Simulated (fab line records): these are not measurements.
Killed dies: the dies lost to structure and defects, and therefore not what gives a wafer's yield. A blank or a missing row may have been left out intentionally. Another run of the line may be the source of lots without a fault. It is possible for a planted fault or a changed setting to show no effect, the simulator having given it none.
Chamber matching | flow n5-finfet | N5_BEOL_M6_CMP_52 on cmp-04: 4 sister chambers
The step polishes, stops on SiCOH lowk, t overpolish 6.9 s, target thk 80 nm. 8 wafers are shown with their chamber, then 7 later ones without.

WAFERS WITH THEIR CHAMBER
wafer  | chamber | motor-current-A (A) | retaining-ring-pressure-frac
L087.4 | 1       | 7.2                 | 0.992
L089.3 | 2       | 5.6                 | 1.004
L089.4 | 0       | 5.9                 | 1.003
L090.4 | 2       | 5.5                 | 0.999
L090.5 | 3       | 6.6                 | 0.995
L090.6 | 0       | 5.8                 | 0.996
L095.1 | 1       | 7.4                 | 0.996
L095.3 | 3       | 7.1                 | 0.999

WAFERS WITH NO CHAMBER GIVEN
wafer  | motor-current-A (A) | retaining-ring-pressure-frac
L095.5 | 6.0                 | 0.998
L097.2 | 6.9                 | 0.999
L097.3 | 5.8                 | 1.000
L097.4 | 7.1                 | 0.996
L096.2 | 7.1                 | 1.001
L096.4 | 6.0                 | 0.995
L096.6 | 7.3                 | 1.000

WHICH CHAMBER EACH WENT THROUGH
wafer  | from the rows above     | in truth
L095.5 | can't be placed: 0 or 2 | 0
L097.2 | can't be placed: 3 or 1 | 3
L097.3 | can't be placed: 0 or 2 | 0
L097.4 | can't be placed: 1 or 3 | 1
L096.2 | can't be placed: 3 or 1 | 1
L096.4 | can't be placed: 0 or 2 | 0
L096.6 | can't be placed: 1 or 3 | 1
Correct placement for 0 of the 7. From these rows, 7 cannot be placed; in 7 the true chamber is one of the candidates. Wrongly placed: 0.
How it was worked out, from the rows above alone: a wafer's distance from a chamber is the root of the sum, over the readings, of the square of ((its reading less the chamber's mean) divided by the reading's scatter). The wafer belongs to the nearest chamber; if the next one is less than 2 further off, it can't be placed. Each chamber's mean is taken over the wafers shown for it. How the scatter is found: for the shown wafers, subtract from each reading the mean of its chamber, square and add these, divide the total by (wafers less chambers), then take the root.
